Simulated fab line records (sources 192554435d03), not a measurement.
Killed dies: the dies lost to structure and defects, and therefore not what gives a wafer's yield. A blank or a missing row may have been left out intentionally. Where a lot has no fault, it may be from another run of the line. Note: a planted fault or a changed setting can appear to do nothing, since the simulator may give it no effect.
Lot-split experiment :: flow n5 finfet :: 7 lots, 21 wafers read, on a route of 1938 steps

## ON THE SPLIT
At N5_BEOL_M5_ETCH_41 (etches SiCN in CH3F/O2, target depth 31.5 nm, time 56.7 s), the setting source w was moved away from the recipe's 395 W on 4 of the 21 wafers read, by -14.6% to +15.9%. The other wafers ran this setting at the recipe's value.

The reading is taken at the split's own step.

## THE READING
rf vpp V, in V, at N5_BEOL_M5_ETCH_41 (etches SiCN in CH3F/O2, target depth 31.5 nm, time 56.7 s). Typical for fault-free wafers on this fab line: 297.7 V, with standard deviation 1.3 V.

wafer: L075.1
tool, chamber at the split: rie diel-05, 3
source w as run, W: 395
against the recipe: recipe
rf vpp V, V: 298.4
against lot-mates on the recipe: -

wafer: L075.3
tool, chamber at the split: rie diel-05, 1
source w as run, W: 395
against the recipe: recipe
rf vpp V, V: 295.5
against lot-mates on the recipe: -

wafer: L075.5
tool, chamber at the split: rie diel-05, 0
source w as run, W: 395
against the recipe: recipe
rf vpp V, V: 298.0
against lot-mates on the recipe: -

wafer: L082.1
tool, chamber at the split: rie diel-06, 2
source w as run, W: 395
against the recipe: recipe
rf vpp V, V: 297.1
against lot-mates on the recipe: -

wafer: L082.4
tool, chamber at the split: rie diel-06, 1
source w as run, W: 395
against the recipe: recipe
rf vpp V, V: 299.1
against lot-mates on the recipe: -

wafer: L082.5
tool, chamber at the split: rie diel-06, 0
source w as run, W: 362.8
against the recipe: -8.2%
rf vpp V, V: 308.0
against lot-mates on the recipe: +9.9

wafer: L081.4
tool, chamber at the split: rie diel-06, 1
source w as run, W: 395
against the recipe: recipe
rf vpp V, V: 297.6
against lot-mates on the recipe: -

wafer: L081.5
tool, chamber at the split: rie diel-06, 0
source w as run, W: 395
against the recipe: recipe
rf vpp V, V: 299.8
against lot-mates on the recipe: -

wafer: L081.6
tool, chamber at the split: rie diel-06, 1
source w as run, W: 395
against the recipe: recipe
rf vpp V, V: 298.6
against lot-mates on the recipe: -

wafer: L085.2
tool, chamber at the split: rie diel-05, 2
source w as run, W: 395
against the recipe: recipe
rf vpp V, V: 297.1
against lot-mates on the recipe: -

wafer: L085.4
tool, chamber at the split: rie diel-05, 0
source w as run, W: 395
against the recipe: recipe
rf vpp V, V: 297.0
against lot-mates on the recipe: -

wafer: L085.6
tool, chamber at the split: rie diel-05, 0
source w as run, W: 337.3
against the recipe: -14.6%
rf vpp V, V: 313.4
against lot-mates on the recipe: +16.3

wafer: L086.4
tool, chamber at the split: rie diel-05, 1
source w as run, W: 395
against the recipe: recipe
rf vpp V, V: 298.0
against lot-mates on the recipe: -

wafer: L086.5
tool, chamber at the split: rie diel-05, 0
source w as run, W: 457.9
against the recipe: +15.9%
rf vpp V, V: 284.5
against lot-mates on the recipe: -12.4

wafer: L086.6
tool, chamber at the split: rie diel-05, 3
source w as run, W: 395
against the recipe: recipe
rf vpp V, V: 295.7
against lot-mates on the recipe: -

wafer: L089.4
tool, chamber at the split: rie diel-05, 0
source w as run, W: 395
against the recipe: recipe
rf vpp V, V: 298.8
against lot-mates on the recipe: -

wafer: L089.5
tool, chamber at the split: rie diel-05, 3
source w as run, W: 395
against the recipe: recipe
rf vpp V, V: 297.5
against lot-mates on the recipe: -

wafer: L089.6
tool, chamber at the split: rie diel-05, 2
source w as run, W: 427.6
against the recipe: +8.3%
rf vpp V, V: 289.2
against lot-mates on the recipe: -8.9

wafer: L097.1
tool, chamber at the split: rie diel-03, 2
source w as run, W: 395
against the recipe: recipe
rf vpp V, V: 295.9
against lot-mates on the recipe: -

wafer: L097.2
tool, chamber at the split: rie diel-03, 0
source w as run, W: 395
against the recipe: recipe
rf vpp V, V: 297.1
against lot-mates on the recipe: -

wafer: L097.3
tool, chamber at the split: rie diel-03, 3
source w as run, W: 395
against the recipe: recipe
rf vpp V, V: 298.4
against lot-mates on the recipe: -

THE FIT
A straight line over all 21 wafers: rf vpp V changes by -0.987 V for each +1% of source w; r = -0.97; the points scatter about the line by 1.4 V.
The same after taking each lot's own level away (the mean of its wafers on the recipe; 21 wafers): -0.982 V for each +1%; r = -0.97; scatter 1.3 V.
On that fit, the largest move of source w shifts the reading by 16 V.
Across the lots, their own levels run from 296.85 to 298.67 V, a range of 1.4 times the standard deviation given above.
So the lot-to-lot level changes the slope little: the two slopes agree.
Check: -17.9 V against its lot-mates is what the line predicts for one of the wafers moved furthest among these (+15.9%) when that wafer is left out of the fit. Against them it came out at -12.4 V.
Tool readings at the split's step, against how far the setting was moved: rf vpp V r = -0.97.

## THESE WAFERS: OTHER SPLITS
Before the reading, these wafers also passed through other splits. Each is held against what the fit with the lots' levels taken away leaves over:
other split on the same wafers: N5_BEOL_M1_EXPOSE_08 dose mj
wafers away from the commonest value: 6
r with rf vpp V (lot level and that fit taken away): -0.11

other split on the same wafers: N5_BEOL_M3_ILD_DEP_00 time s
wafers away from the commonest value: 5
r with rf vpp V (lot level and that fit taken away): -0.16

other split on the same wafers: N5_BEOL_M3_COAT_62 spin rpm
wafers away from the commonest value: 7
r with rf vpp V (lot level and that fit taken away): +0.25

other split on the same wafers: N5_BEOL_M4_COAT_73 spin rpm
wafers away from the commonest value: 9
r with rf vpp V (lot level and that fit taken away): +0.09

## FILE'S OWN FIT
rf vpp V changes by -0.979 V for each +1% of source w, r = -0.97.
